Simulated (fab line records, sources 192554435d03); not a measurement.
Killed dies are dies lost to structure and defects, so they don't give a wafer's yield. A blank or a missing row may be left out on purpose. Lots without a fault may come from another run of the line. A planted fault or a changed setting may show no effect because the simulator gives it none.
Chamber matching | flow n5_finfet | N5_SD_EPI_N_ETCH_16 on rie_diel-03: 4 sister chambers
The step etches SiO2 in CHF3/O2, target depth 5 nm. 4 wafers are shown with their chamber, then 10 later ones without.

WAFERS WITH THEIR CHAMBER
wafer  | chamber | rf_vpp_V (V)
L078.6 | 1       | 543
L080.6 | 3       | 520
L083.1 | 2       | 521
L083.3 | 0       | 535

WAFERS WITHOUT THEIR CHAMBER
wafer  | rf_vpp_V (V)
L083.4 | 533
L084.2 | 534
L084.4 | 519
L084.6 | 520
L085.1 | 534
L085.2 | 520
L085.6 | 535
L087.3 | 520
L087.4 | 533
L087.5 | 533

WHICH CHAMBER EACH WENT THROUGH
wafer  | from the rows above     | in truth
L083.4 | 0                       | 0
L084.2 | 0                       | 0
L084.4 | can't be placed: 3 or 2 | 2
L084.6 | can't be placed: 3 or 2 | 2
L085.1 | 0                       | 0
L085.2 | can't be placed: 3 or 2 | 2
L085.6 | 0                       | 0
L087.3 | can't be placed: 3 or 2 | 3
L087.4 | 0                       | 0
L087.5 | 0                       | 0
Placed correctly: 6 of 10. Can't be placed from these rows: 4 (the true chamber is among the candidates in 4). Placed wrongly: 0.
How it was worked out, from the rows above alone: a wafer's distance from a chamber is the root of the sum, over the readings, of the square of ((its reading less the chamber's mean) divided by the reading's scatter). The wafer belongs to the nearest chamber; if the next one is less than 2 further off, it can't be placed. A chamber's mean is the mean of its shown wafers. The scatter: with one shown wafer a chamber, the root of the mean of the squares of how far each hidden wafer lies from its nearest shown one.
